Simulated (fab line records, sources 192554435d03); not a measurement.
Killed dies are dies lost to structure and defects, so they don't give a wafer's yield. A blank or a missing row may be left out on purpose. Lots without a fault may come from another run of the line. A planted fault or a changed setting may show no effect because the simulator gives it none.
A struck lot beside a sound one | flow n5_finfet | 36 steps out of a route of 1938
Sound: wafers L453.2, L453.3, L453.6. Struck: wafers L437.2, L437.3, L437.5. The cause comes at the end.
At each step with rows: each side's tool, then ch and its chambers, then its first start. Under that, the readings that differ: sound wafers | struck wafers | difference of the means | sigmas: that difference in standard deviations of wafers without a fault.
alike: readings whose means differ by less than 2 such deviations, and words and numbers that are the same on both sides. not compared: withheld readings, readings that some wafer has no value for, bounds like >300 that may hide the same value, and numbers for which the record gives no deviation and whose values overlap.
The two part at a step that has a row with sigmas, a row that says differs or no value, or rows on one side only. Numbers that don't overlap but have no deviation are shown without sigmas and don't part them. A reading that every wafer of one side lacks parts them only if that side has two wafers or more.

first, 9 steps without rows for these wafers: N5_BEOL_M4_ANNEAL_95 (time 240 s); N5_BEOL_M4_SPUTTER_96 (material Cu, target thk 4.5 nm, time 8.29 s); N5_BEOL_M4_ECD_50 (material Cu, target thk 300 nm); N5_BEOL_M4_ANNEAL_51 (time 90 s); N5_BEOL_M4_CMP_52 (polishes, stops on SiOC, t overpolish 6.8 s, target thk 40 nm); N5_BEOL_M4_PRE_CLEAN_60 (time 15 s); N5_BEOL_M4_CO_CAP_55 (material Co, precursor CCTBA/H2, target thk 2 nm, time 102.1 s); N5_BEOL_M4_PRE_CLEAN_56 (time 15 s); N5_BEOL_M4_DEP_57 (deposits SiCN from 3MS/NH3, target thk 8 nm, time 14 s).
N5_BEOL_M4_RC_MEAS_101:
  sound on prober-02 ch 0, day 13 18:43; struck on prober-01 ch 0, day 9 13:55
  alike: DIBL_N, DIBL_P, IOFF_N, IOFF_P, ION_N, ION_P, SS_N, SS_P, VT_N, VT_P
then, 24 steps without rows for these wafers: N5_BEOL_M5_ILD_DEP_00 (deposits SiCOH lowk from DEMS/porogen, target thk 140.64 nm, time 25.9 s); N5_BEOL_M5_CURE_79 (cures SiCOH lowk, time 240 s); N5_BEOL_M5_PECVD_70 (deposits SiO2 from TEOS/O2, target thk 16 nm, time 18 s); N5_BEOL_M5_HM_DEP_02 (deposits TiN, target thk 20 nm); N5_BEOL_M5_COAT_59 (time 60 s, resist thk 60 nm); N5_BEOL_M5_COAT_60 (time 60 s, resist thk 12 nm); N5_BEOL_M5_COAT_71 (time 60 s, resist thk 5 nm); N5_BEOL_M5_COAT_05 (resist thk 30 nm); N5_BEOL_M5_EBR_07; N5_BEOL_M5_SOFTBAKE_06 (time 60 s); N5_BEOL_M5_EXPOSE_08 (exposes mask M5, target cd 28 nm); N5_BEOL_M5_PEB_09 (peb time 60 s); N5_BEOL_M5_DEVELOP_10 (develop time 30 s); N5_BEOL_M5_DESCUM_16 (chemistry O2, time 7 s); N5_BEOL_M5_ETCH_72 (etches underlayer in N2/H2, target depth 6.5 nm, time 5.2 s); N5_BEOL_M5_ETCH_61 (etches SiARC in CF4, target depth 15.6 nm, time 26 s); N5_BEOL_M5_ETCH_62 (etches SOC in N2/H2, target depth 75 nm, overetch 15 nm, time 112.5 s); N5_BEOL_M5_STRIP_63 (strips in N2/H2); N5_BEOL_M5_STRIP_73 (strips in N2/H2); N5_BEOL_M5_STRIP_64 (strips in CF4); N5_BEOL_M5_HM_OPEN_17 (chemistry Cl2/BCl3, target TiN, target depth 20 nm, overetch 6 nm); N5_BEOL_M5_STRIP_19 (strips in O2); N5_BEOL_M5_COAT_65 (time 60 s, resist thk 60 nm); N5_BEOL_M5_COAT_66 (time 60 s, resist thk 12 nm).
-- the record jumps here: 3 days lie between the struck wafers' starts before and after (it left off in module BEOL_M5 and takes up again in module BEOL_M11, whose first step shown is number 1579 of the route) --
N5_BEOL_M11_ETCH_41: etches SiCN in CH3F/O2, target depth 42.6 nm, time 86 s.
  sound on rie_diel-03 ch 0,1,3, day 16 01:56; struck on rie_diel-01 ch 0,1, day 12 04:14
  no value came back on the struck wafers for any of 7 readings (CH3F_flow_sccm (sccm), O2_flow_sccm (sccm) and others); on the sound wafers CH3F_flow_sccm (sccm) reads 29.92 29.94 29.89
  not compared: rf_hours_counter_h
N5_PASSIVATION_PROBE_49:
  the record has rows for the struck wafers here (prober-01, day 13 20:35) and none for the sound ones

WHERE THEY PART
First at N5_BEOL_M11_ETCH_41; last, within this record, at N5_PASSIVATION_PROBE_49.

WHY: what the simulator had put in
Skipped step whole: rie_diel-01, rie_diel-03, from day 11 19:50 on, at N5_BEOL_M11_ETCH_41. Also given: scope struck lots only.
